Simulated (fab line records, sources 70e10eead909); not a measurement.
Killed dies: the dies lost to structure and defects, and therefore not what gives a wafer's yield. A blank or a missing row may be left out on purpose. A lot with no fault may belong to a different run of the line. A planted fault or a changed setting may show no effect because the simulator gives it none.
Which tool was responsible? / flow nand-harc / 14 lots with 42 wafers sampled at 3 steps, on a route of 1302 steps

## WHAT EACH GAUGE READ, for each wafer
NHARC_HYBRID_BOND_OVL_MEAS_05.
lot=L708; measured=day 24 08:56; on=overlay-01; overlay-x-nm (nm)=7 36 -47; overlay-y-nm (nm)=-26 55 14
lot=L709; measured=day 24 16:34; on=overlay-01; overlay-x-nm (nm)=-4 -2 13; overlay-y-nm (nm)=-5 -15 -43
lot=L717; measured=day 27 12:51; on=overlay-01; overlay-x-nm (nm)=-19 56 47; overlay-y-nm (nm)=-38 21 -18
lot=L718; measured=day 27 16:44; on=overlay-01; overlay-x-nm (nm)=-25 -19 1; overlay-y-nm (nm)=12 43 6
lot=L719; measured=day 28 20:37; on=overlay-01; overlay-x-nm (nm)=7 -5 53; overlay-y-nm (nm)=-67 35 13
lot=L722; measured=day 29 21:23; on=overlay-01; overlay-x-nm (nm)=21 16 -73; overlay-y-nm (nm)=61 -34 8
lot=L721; measured=day 29 21:23; on=overlay-02; overlay-x-nm (nm)=-54 -54 -43; overlay-y-nm (nm)=33 61 6
lot=L724; measured=day 30 06:39; on=overlay-01; overlay-x-nm (nm)=-41 29 40; overlay-y-nm (nm)=-5 19 22
lot=L725; measured=day 31 21:13; on=overlay-02; overlay-x-nm (nm)=48 4 -14; overlay-y-nm (nm)=35 -49 -68
lot=L726; measured=day 32 09:21; on=overlay-02; overlay-x-nm (nm)=-91 33 -30; overlay-y-nm (nm)=-22 -23 -4
lot=L727; measured=day 32 09:20; on=overlay-02; overlay-x-nm (nm)=-15 -5 9; overlay-y-nm (nm)=8 7 36
lot=L728; measured=day 32 14:01; on=overlay-02; overlay-x-nm (nm)=-51 -17 -4; overlay-y-nm (nm)=79 14 1
lot=L729; measured=day 33 13:11; on=overlay-02; overlay-x-nm (nm)=2 -54 10; overlay-y-nm (nm)=9 -81 34
lot=L730; measured=day 33 13:11; on=overlay-01; overlay-x-nm (nm)=31 -20 -11; overlay-y-nm (nm)=-22 54 40

NHARC_THIN_TSV_THK_MEAS_02: measures by ir.
lot=L708; measured=day 24 11:49; on=film-metro-02; thk-nm (nm)=2324 2537 2538
lot=L709; measured=day 24 18:15; on=film-metro-01; thk-nm (nm)=2954 3271 3270
lot=L717; measured=day 27 14:33; on=film-metro-01; thk-nm (nm)=2643 2460 2796
lot=L718; measured=day 27 18:25; on=film-metro-01; thk-nm (nm)=2952 3489 3247
lot=L719; measured=day 28 22:20; on=film-metro-01; thk-nm (nm)=3024 2953 2927
lot=L722; measured=day 29 23:04; on=film-metro-02; thk-nm (nm)=3302 3038 3058
lot=L721; measured=day 30 00:16; on=film-metro-02; thk-nm (nm)=3596 2961 2927
lot=L724; measured=day 30 09:32; on=film-metro-02; thk-nm (nm)=2451 2828 2531
lot=L725; measured=day 32 01:29; on=film-metro-02; thk-nm (nm)=3153 3374 3223
lot=L726; measured=day 32 12:16; on=film-metro-02; thk-nm (nm)=2650 2738 2563
lot=L727; measured=day 32 11:03; on=film-metro-02; thk-nm (nm)=3243 2717 3023
lot=L728; measured=day 32 15:42; on=film-metro-02; thk-nm (nm)=2993 2410 2805
lot=L729; measured=day 33 14:53; on=film-metro-02; thk-nm (nm)=2683 2797 2892
lot=L730; measured=day 33 16:05; on=film-metro-02; thk-nm (nm)=2409 2758 2694

## WHICH TOOL RAN EACH LOT (tool, then ch and the chambers of the sampled wafers, then the start)
lot=L708; NHARC_A_BONDPAD_PVD_27=pvd-sputter-02, day 24 08:56 or earlier
lot=L709; NHARC_A_BONDPAD_PVD_27=pvd-sputter-02, day 24 16:34 or earlier
lot=L717; NHARC_A_BONDPAD_PVD_27=pvd-sputter-03, day 27 12:51 or earlier
lot=L718; NHARC_A_BONDPAD_PVD_27=pvd-sputter-03, day 27 16:44 or earlier
lot=L719; NHARC_A_BONDPAD_PVD_27=pvd-sputter-01, day 28 20:37 or earlier
lot=L722; NHARC_A_BONDPAD_PVD_27=pvd-sputter-01, day 29 21:23 or earlier
lot=L721; NHARC_A_BONDPAD_PVD_27=pvd-sputter-03, day 29 21:23 or earlier
lot=L724; NHARC_A_BONDPAD_PVD_27=pvd-sputter-02, day 30 06:39 or earlier
lot=L725; NHARC_A_BONDPAD_PVD_27=pvd-sputter-02, day 31 21:13 or earlier
lot=L726; NHARC_A_BONDPAD_PVD_27=pvd-sputter-02, day 32 09:21 or earlier
lot=L727; NHARC_A_BONDPAD_PVD_27=pvd-sputter-03, day 32 09:20 or earlier
lot=L728; NHARC_A_BONDPAD_PVD_27=pvd-sputter-01, day 32 14:01 or earlier
lot=L729; NHARC_A_BONDPAD_PVD_27=pvd-sputter-02, day 33 13:11 or earlier
lot=L730; NHARC_A_BONDPAD_PVD_27=pvd-sputter-02, day 33 13:11 or earlier
- NHARC_A_BONDPAD_PVD_27: deposits Cu, target thk 30 nm, time 20.49 s.

## WHAT THE TOOLS THEMSELVES READ (means of the sampled wafers that have a number; where no wafer has one, the mark that the record gives instead)
NHARC_A_BONDPAD_PVD_27.
lot=L708; tool=pvd-sputter-02; throttle-valve-pct (%)=31.1
lot=L709; tool=pvd-sputter-02; throttle-valve-pct (%)=30.2
lot=L717; tool=pvd-sputter-03; throttle-valve-pct (%)=29.5
lot=L718; tool=pvd-sputter-03; throttle-valve-pct (%)=29.1
lot=L719; tool=pvd-sputter-01; throttle-valve-pct (%)=30.2
lot=L722; tool=pvd-sputter-01; throttle-valve-pct (%)=30.2
lot=L721; tool=pvd-sputter-03; throttle-valve-pct (%)=29.4
lot=L724; tool=pvd-sputter-02; throttle-valve-pct (%)=30.1
lot=L725; tool=pvd-sputter-02; throttle-valve-pct (%)=30.5
lot=L726; tool=pvd-sputter-02; throttle-valve-pct (%)=30.0
lot=L727; tool=pvd-sputter-03; throttle-valve-pct (%)=29.0
lot=L728; tool=pvd-sputter-01; throttle-valve-pct (%)=29.2
lot=L729; tool=pvd-sputter-02; throttle-valve-pct (%)=28.9
lot=L730; tool=pvd-sputter-02; throttle-valve-pct (%)=28.5

## THE ANSWER, worked out from the rows above alone
Rule: what is usual is taken from the lots themselves. The widest of any qualifying gaps counts: lots, ordered by their means at a reading, are off when they make up no more than a third of the lots, leave a main group of 4 or more, and stand apart from it by 3 or more times the standard deviation of that group's means. A main group is skipped when, at the precision printed for the reading in the tables above, its means are all equal. A lot without any number at a reading at which 4 lots or more have one is off too. The other lots that the step has rows for count as sound. First the gauges in route order, then the tools' own readings, where a lot's mean is used as printed above. At the first step where some lot is off, the reading lying furthest off is the one used; lots without a number count as furthest.
Across all readings shown, no lot is off: no conclusion can be drawn from this.

## WHAT THE SIMULATOR PUT IN
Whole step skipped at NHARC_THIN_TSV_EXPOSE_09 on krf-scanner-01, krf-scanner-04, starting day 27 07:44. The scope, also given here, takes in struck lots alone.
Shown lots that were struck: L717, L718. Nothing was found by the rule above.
